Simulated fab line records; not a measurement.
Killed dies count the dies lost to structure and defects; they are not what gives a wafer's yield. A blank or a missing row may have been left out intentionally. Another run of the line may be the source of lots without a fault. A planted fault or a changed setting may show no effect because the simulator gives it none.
fab line records + flow nandHarc
record:
- lots: 10
- wafers: 30
- lastDay: 24
route steps=1159 shown A_STAIRCASE@548 A_BONDPAD@1083 THIN_TSV@1120 END@1159
lots untouched by any fault: they come from a run of this same line in which no faults occurred
startH: hours from the record's opening day to when the first of the lot's shown wafers began + waitH: hours from the lot's prior step to this one + " same as the row above + L1.1+2: a row that stands for several wafers + - value missing, or start not given + * or withheld: withheld + < > ~ a bound
route shown NAME@n: NAME is a module with steps in the file, n the number in the route of the first one + usual: mean/standard deviation of fault-free wafers + same: alike in all rows + chamber/n: place in a boat + sites: each site's reading + _std_site: the values' standard deviation + _edge_site: the outer-site mean with the inner-site mean subtracted + radiusMm: for every site, how far away it sits from the centre of the wafer + mask NAME#n: copy n + behind: the last tool/chamber to shape the wafer + hold: why the lot was held/for how many hours/how that ended + device: names the non-switching transistor (n, p or np) + end of line: tests of these same wafers at the route's end + a step given without rows: its recipe and nothing more + killed: count of dies lost to structure and defects at first sort (not the wafer's yield) + map: a wafer's dies, marking killed ones x, the rest . and places with no die _
set.NAME: the setting the step ran with; set.NAME@STEP: the setting that earlier step ran with + model.NAME: the simulator's own value behind a step, which no gauge read
one table for each step of the route and one row for each wafer, over a sample of lots
services: the hour from which a tool's chamber was out of use, counted from the record's first day as startH (under 0 if before that day), plus the number of hours and why
== steps ==
step: NHARC_A_STAIRCASE_TRIM_12
recipe:
- timeS: 211.2
- o2FlowSccm: 500
- arFlowSccm: 0
- biasW: 0
- chemistry: O2
usual:
- drypumpMotorCurrentA: 5.5/0.47
- oesProductAu: 1.003/0.011
- rfVppV: 57.8/0.94
- showerheadPlenumPTorr: 3.57/0.16
- throttleValvePct: 17.037/0.009
| lot.wafer | tool       | chamber | startH | waitH | drypumpMotorCurrentA | oesProductAu | rfHoursCounterH | rfVppV | showerheadPlenumPTorr | throttleValvePct |
|-----------|------------|---------|--------|-------|----------------------|--------------|-----------------|--------|-----------------------|------------------|
| L485.3    | rieDiel-09 | 0       | 246.81 | 0.1   | 6.4                  | 0.983        | 56              | 58.0   | 3.62                  | 17.042           |
| L485.1    | "          | 1       | "      | "     | 5.0                  | 1.011        | 53              | 58.0   | 3.33                  | 17.030           |
| L485.5    | "          | 0       | "      | "     | 6.4                  | 0.998        | -               | 56.4   | 3.62                  | 17.040           |
| L484.2    | rieDiel-04 | 1       | 247.17 | 0.1   | 5.1                  | 1.030        | 42              | 56.9   | 3.37                  | 17.026           |
| L484.1    | "          | 2       | "      | "     | 5.7                  | 1.020        | 45              | 57.6   | 3.61                  | 17.021           |
| L484.6    | "          | 0       | "      | "     | 5.7                  | 1.022        | -               | 57.5   | 3.45                  | 17.043           |
| L486.3    | rieDiel-04 | 0       | 253.40 | 0.1   | 5.7                  | 1.027        | 45              | 56.4   | 3.45                  | 17.040           |
| L486.2    | "          | 1       | "      | "     | 5.1                  | 1.024        | 43              | 56.7   | 3.37                  | 17.035           |
| L486.5    | "          | 0       | "      | "     | 5.7                  | 1.028        | -               | 56.3   | 3.45                  | 17.036           |
| L487.4    | rieDiel-03 | 3       | 253.81 | 0.1   | 5.3                  | 0.988        | 11              | 56.7   | 3.33                  | 17.043           |
| L487.2    | "          | 1       | "      | "     | 4.7                  | 1.003        | 9               | 58.3   | 3.69                  | 17.043           |
| L487.5    | "          | 2       | "      | "     | 5.2                  | 1.004        | -               | 57.9   | 3.77                  | 17.029           |
| L496.2    | rieDiel-09 | 2       | 316.51 | 0.1   | 5.6                  | 1.014        | 19              | 57.1   | 3.63                  | 17.053           |
| L496.4    | "          | 3       | "      | "     | 5.6                  | 1.019        | 19              | 58.1   | 3.70                  | 17.023           |
| L496.5    | "          | 1       | "      | "     | 5.0                  | 1.023        | -               | 56.7   | 3.32                  | 17.055           |
| L500.2    | rieDiel-04 | 0       | 336.77 | 0.1   | 5.7                  | 1.009        | 12              | 57.0   | 3.44                  | 17.036           |
| L500.4    | "          | 2       | "      | "     | 5.8                  | 1.017        | 12              | 57.8   | 3.59                  | 17.029           |
| L500.6    | "          | 3       | "      | "     | 6.2                  | 1.014        | -               | 58.6   | 3.80                  | 17.050           |
| L501.2    | rieDiel-04 | 0       | 336.93 | 0.1   | 5.7                  | 1.005        | 12              | 57.6   | 3.44                  | 17.033           |
| L501.1    | "          | 1       | "      | "     | 5.1                  | 1.022        | 11              | 56.8   | 3.36                  | 17.048           |
| L501.5    | "          | 0       | "      | "     | 5.7                  | 1.006        | -               | 57.8   | 3.44                  | 17.028           |
| L506.3    | rieDiel-03 | 1       | 356.54 | 0.2   | 4.7                  | 1.011        | 42              | 58.1   | 3.67                  | 17.032           |
| L506.1    | "          | 2       | "      | "     | 5.2                  | 0.997        | 47              | 59.1   | 3.74                  | 17.050           |
| L506.5    | "          | 1       | "      | "     | 4.8                  | 1.000        | -               | 57.4   | 3.67                  | 17.035           |
| L503.2    | rieDiel-04 | 1       | 360.28 | 0.1   | 5.2                  | 1.010        | 20              | 59.1   | 3.35                  | 17.012           |
| L503.4    | "          | 0       | "      | "     | 5.7                  | 1.002        | 22              | 57.5   | 3.43                  | 17.040           |
| L503.5    | "          | 2       | "      | "     | 5.7                  | 0.997        | -               | 57.2   | 3.59                  | 17.032           |
| L507.2    | rieDiel-04 | 3       | 373.82 | 0.1   | 6.2                  | 1.004        | 29              | 57.9   | 3.79                  | 17.054           |
| L507.1    | "          | 0       | "      | "     | 5.7                  | 1.000        | 28              | 58.5   | 3.43                  | 17.056           |
| L507.5    | "          | 1       | "      | "     | 5.1                  | 1.012        | -               | 56.0   | 3.35                  | 17.044           |
step: NHARC_A_BONDPAD_PRE_CLEAN_26
recipe:
- timeS: 30
- tempC: 280
- gas: H2/He
usual:
- heaterPowerW: 399/26
| lot.wafer | tool          | chamber | startH | waitH | heaterPowerW |
|-----------|---------------|---------|--------|-------|--------------|
| L485.3    | pvdSputter-03 | -       | -      | -     | 377          |
| L485.1    | "             | -       | "      | "     | 416          |
| L485.5    | "             | -       | "      | "     | 410          |
| L484.2    | pvdSputter-02 | -       | -      | -     | 407          |
| L484.1    | "             | -       | "      | "     | 393          |
| L484.6    | "             | -       | "      | "     | 413          |
| L486.2    | pvdSputter-02 | -       | -      | -     | 372          |
| L486.3    | "             | -       | "      | "     | 382          |
| L486.5    | "             | -       | "      | "     | 420          |
| L487.2    | pvdSputter-01 | -       | -      | -     | 401          |
| L487.4    | "             | -       | "      | "     | 418          |
| L487.5    | "             | -       | "      | "     | 473          |
| L496.2    | pvdSputter-02 | -       | -      | -     | 395          |
| L496.4    | "             | -       | "      | "     | 383          |
| L496.5    | "             | -       | "      | "     | 361          |
| L500.4    | pvdSputter-02 | -       | -      | -     | 388          |
| L500.2    | "             | -       | "      | "     | 401          |
| L500.6    | "             | -       | "      | "     | 415          |
| L501.2    | pvdSputter-02 | -       | -      | -     | 357          |
| L501.1    | "             | -       | "      | "     | 388          |
| L501.5    | "             | -       | "      | "     | 353          |
| L503.4    | pvdSputter-03 | -       | -      | -     | 370          |
| L503.2    | "             | -       | "      | "     | 416          |
| L503.5    | "             | -       | "      | "     | 388          |
| L506.1    | pvdSputter-03 | -       | -      | -     | 423          |
| L506.3    | "             | -       | "      | "     | 380          |
| L506.5    | "             | -       | "      | "     | 430          |
| L507.2    | pvdSputter-01 | -       | -      | -     | 396          |
| L507.1    | "             | -       | "      | "     | 433          |
| L507.5    | "             | -       | "      | "     | 377          |
step: NHARC_THIN_TSV_ETCH_15
recipe:
- targetDepthA: 30000
- boschTargetOveretchCycles: 2
- boschEtchStepS: 2.8
- boschDepStepS: 1.2
- boschCycles: 14
usual:
- drypumpMotorCurrentA: 5.7/0.43
same:
- boschEtchStepS: 2.8
| lot.wafer | tool     | chamber | startH | waitH | drypumpMotorCurrentA | rfHoursCounterH |
|-----------|----------|---------|--------|-------|----------------------|-----------------|
| L484.2    | rieSi-05 | 3       | 431.81 | -     | 5.8                  | 0.1             |
| L484.1    | "        | 0       | "      | "     | 6.1                  | 0.0             |
| L484.6    | "        | 3       | "      | "     | 5.8                  | -               |
| L485.1    | rieSi-01 | 0       | 432.89 | -     | 5.6                  | 0.9             |
| L485.3    | "        | 2       | "      | "     | 5.6                  | 1.4             |
| L485.5    | "        | 3       | "      | "     | 5.0                  | -               |
| L486.3    | rieSi-01 | 0       | 439.85 | -     | 5.6                  | 1.0             |
| L486.2    | "        | 3       | "      | "     | 5.0                  | 1.4             |
| L486.5    | "        | 1       | "      | "     | 5.7                  | -               |
| L487.4    | rieSi-04 | 0       | 440.94 | -     | 6.2                  | 1.4             |
| L487.2    | "        | 1       | "      | "     | 5.8                  | 1.4             |
| L487.5    | "        | 0       | "      | "     | 6.2                  | -               |
| L496.4    | rieSi-04 | 2       | 503.66 | -     | 5.5                  | 0.5             |
| L496.2    | "        | 0       | "      | "     | 6.2                  | 0.4             |
| L496.5    | "        | 2       | "      | "     | 5.5                  | -               |
| L500.2    | rieSi-05 | 3       | 539.17 | -     | 5.8                  | 0.9             |
| L500.4    | "        | 2       | "      | "     | 6.0                  | 1.0             |
| L500.6    | "        | 3       | "      | "     | 5.9                  | -               |
| L501.2    | rieSi-04 | 0       | 541.62 | -     | 6.2                  | 0.6             |
| L501.1    | "        | 1       | "      | "     | 5.8                  | 0.6             |
| L501.5    | "        | 3       | "      | "     | 4.7                  | -               |
| L503.4    | rieSi-05 | 0       | 549.70 | -     | 6.1                  | 1.0             |
| L503.2    | "        | 1       | "      | "     | 5.9                  | 1.1             |
| L503.5    | "        | 1       | "      | "     | 5.9                  | -               |
| L507.2    | rieSi-04 | 0       | 564.69 | -     | 6.2                  | 0.8             |
| L507.1    | "        | 1       | "      | "     | 5.8                  | 0.7             |
| L507.5    | "        | 2       | "      | "     | 5.5                  | -               |
| L506.3    | rieSi-05 | 3       | 565.84 | -     | 5.9                  | 1.1             |
| L506.1    | "        | 1       | "      | "     | 5.9                  | 1.2             |
| L506.5    | "        | 0       | "      | "     | 6.1                  | -               |
step: NHARC_THIN_TSV_STRIP_62
recipe:
- powerW: 1500
- tempC: 250
- timeS: 20
- chemistry: N2/H2
usual:
- drypumpMotorCurrentA: 6.01/0.23
- heaterPowerW: 346/21
| lot.wafer | tool           | chamber | startH | waitH | drypumpMotorCurrentA | heaterPowerW | rfHoursCounterH |
|-----------|----------------|---------|--------|-------|----------------------|--------------|-----------------|
| L484.2    | plasmaAsher-02 | 0       | 433.76 | -     | 6.11                 | 386          | 21              |
| L484.1    | "              | 1       | "      | "     | 5.64                 | 341          | 21              |
| L484.6    | "              | 1       | "      | "     | 5.68                 | 330          | -               |
| L485.1    | plasmaAsher-01 | 0       | 434.86 | -     | 5.86                 | 344          | 52              |
| L485.3    | "              | 1       | "      | "     | 6.30                 | 339          | -               |
| L485.5    | "              | 0       | "      | "     | 5.82                 | 355          | -               |
| L486.2    | plasmaAsher-01 | 1       | 441.64 | -     | 6.27                 | 330          | 56              |
| L486.3    | "              | 0       | "      | "     | 5.85                 | 347          | -               |
| L486.5    | "              | 1       | "      | "     | 6.24                 | 330          | -               |
| L487.2    | plasmaAsher-01 | 0       | 442.86 | -     | 5.88                 | 350          | 56              |
| L487.4    | "              | 1       | "      | "     | 6.24                 | 336          | -               |
| L487.5    | "              | 1       | "      | "     | 6.25                 | 342          | -               |
| L496.2    | plasmaAsher-02 | 1       | 505.60 | -     | 5.65                 | 335          | 46              |
| L496.4    | "              | 0       | "      | "     | 6.08                 | 388          | -               |
| L496.5    | "              | 1       | "      | "     | 5.68                 | 329          | -               |
| L500.2    | plasmaAsher-01 | 0       | 541.84 | -     | 5.84                 | 319          | 29              |
| L500.4    | "              | 1       | "      | "     | 6.28                 | 348          | -               |
| L500.6    | "              | 1       | "      | "     | 6.30                 | 351          | -               |
| L501.1    | plasmaAsher-01 | 1       | 545.88 | -     | 6.28                 | 351          | 33              |
| L501.2    | "              | 0       | "      | "     | 5.91                 | 336          | 33              |
| L501.5    | "              | 0       | "      | "     | 5.88                 | 333          | -               |
| L503.2    | plasmaAsher-01 | 1       | 551.67 | -     | 6.24                 | 340          | 36              |
| L503.4    | "              | 0       | "      | "     | 5.87                 | 328          | -               |
| L503.5    | "              | 1       | "      | "     | 6.26                 | 339          | -               |
| L507.2    | plasmaAsher-01 | 1       | 566.65 | -     | 6.32                 | 343          | 40              |
| L507.1    | "              | 0       | "      | "     | 5.91                 | 328          | 40              |
| L507.5    | "              | 0       | "      | "     | 5.87                 | 331          | -               |
| L506.1    | plasmaAsher-02 | 0       | 567.84 | -     | 6.11                 | 390          | 8               |
| L506.3    | "              | 0       | "      | "     | 6.12                 | 396          | -               |
| L506.5    | "              | 0       | "      | "     | 6.13                 | 399          | -               |
step: NHARC_END_SORT_01
recipe:
- tempC: 25
usual:
- killedAtArray: 24/8.8
- killedAtOther: 0.7/0.99
- killedAtPeriphery: 3.5/2.6
- killedDies: 28/9.3
- killedOpen: 3.2/1.7
- killedShort: 1.7/1.4
same:
- grossDies: 677
| lot.wafer | tool      | chamber | startH | waitH | killedAtArray | killedAtOther | killedAtPeriphery | killedDies | killedOpen | killedShort |
|-----------|-----------|---------|--------|-------|---------------|---------------|-------------------|------------|------------|-------------|
| L496.2    | prober-01 | 0       | 522.64 | 2.8   | 19            | 0             | 5                 | 24         | 7          | 1           |
| L496.4    | prober-01 | 0       | 524.21 | 3.3   | 18            | 1             | 2                 | 21         | 3          | 1           |
| L496.5    | prober-01 | 0       | 525.00 | 3.6   | 92            | 0             | 2                 | 94         | 3          | 4           |
killed by level:class
L496.2 A_CHANNEL_HOLE_D1:chamberFilmFlake=6 A_WL_FILL:chamberFilmFlake=5 P_M0:geometricParticle:open=2 A_M0:geometricParticle:open=2 A_CHANNEL_FILL_D1:chamberFilmFlake=2 P_GATE:geometricParticle:open=1 A_WL_FILL:geometricParticle:open=1 A_CONTACT:geometricParticle:open=1
L496.4 A_CHANNEL_HOLE_D1:chamberFilmFlake=7 A_STAIRCASE:chamberFilmFlake=3 A_CHANNEL_FILL_D1:chamberFilmFlake=2 A_WL_FILL:chamberFilmFlake=2 A_CONTACT:geometricParticle:open=1 A_CONTACT:geometricParticle:short=1 A_BLC:geometricParticle:open=1 STARTING-WAFER:geometricParticle:open=1
L496.5 A_STAIRCASE:unspecified=78 A_CHANNEL_HOLE_D1:chamberFilmFlake=3 A_CHANNEL_HOLE_D1:geometricParticle:short=2 A_CHANNEL_FILL_D1:chamberFilmFlake=2 A_WL_FILL:chamberFilmFlake=2 P_GATE:geometricParticle:open=1 P_M2:geometricParticle:short=1 A_CHANNEL_FILL_D1:geometricParticle:open=1
== services ==
| tool           | chamber | startH | hours | kind   |
|----------------|---------|--------|-------|--------|
| pvdSputter-03  | -       | 227.85 | 3.2   | repair |
| rieSi-05       | -       | 239.03 | 9.0   | pm     |
| rieSi-04       | -       | 276.00 | 9.0   | pm     |
| plasmaAsher-01 | -       | 276.36 | 9.0   | pm     |
| pvdSputter-03  | -       | 280.00 | 10.0  | pm     |
| rieDiel-04     | -       | 289.15 | 9.0   | pm     |
| rieSi-04       | 2       | 300.27 | 1.0   | repair |
| rieSi-04       | 1       | 314.08 | 11.1  | repair |
| plasmaAsher-02 | -       | 332.86 | 4.0   | repair |
| pvdSputter-02  | -       | 337.14 | 2.2   | repair |
| rieSi-05       | 1       | 358.89 | 12.6  | repair |
| plasmaAsher-02 | -       | 360.00 | 9.0   | pm     |
| plasmaAsher-02 | -       | 373.99 | 3.7   | repair |
| rieDiel-04     | 0       | 377.78 | 7.9   | repair |
| rieSi-05       | -       | 379.72 | 1.4   | repair |
| pvdSputter-02  | -       | 392.00 | 10.0  | pm     |
| plasmaAsher-01 | -       | 396.06 | 0.7   | repair |
| rieSi-05       | -       | 416.03 | 9.0   | pm     |
| pvdSputter-03  | -       | 431.98 | 2.8   | repair |
| rieSi-04       | -       | 453.00 | 9.0   | pm     |
| plasmaAsher-01 | -       | 453.58 | 9.0   | pm     |
| rieDiel-04     | -       | 466.15 | 9.0   | pm     |
| rieDiel-04     | 2       | 522.31 | 5.4   | repair |
| rieSi-04       | 1       | 528.00 | 4.7   | repair |
== key ==
firstSign:
- step: NHARC_END_SORT_01
- reading: killedAtArray
- direction: up
- sigmas: 7.7
- usual: 24
- struck: 92
effect:
- step: NHARC_END_SORT_01
- reading: killedDies
- direction: up
- sigmas: 7
- usual: 28
- struck: 94
moreKillsBornAt:
- NHARC_A_STAIRCASE_TRIM_12@rieDiel-09: 78
metAt NHARC_A_STAIRCASE_TRIM_12
struckLots L496
struckWafers L496.5
testerLeftOut L496
notActingAt NHARC_A_BONDPAD_PRE_CLEAN_26,NHARC_THIN_TSV_ETCH_15,NHARC_THIN_TSV_STRIP_62
onsetBetween 246.81 316.51
fault:
- kind: chamberParticleSource
- tool: rieDiel-09
- chamber: 1
- onsetH: 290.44
- steps: NHARC_A_STAIRCASE_TRIM_12
- ratePerVisitCm2: 0.50682
- endH: 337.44
testerLeftOut: of these lots the tester's yield and bins aren't shown, on N5 and GAA mostly nor the transistor test; their killed dies are dies lost to structure and defects alone, not to doping, threshold or leakage, so they don't give the yield
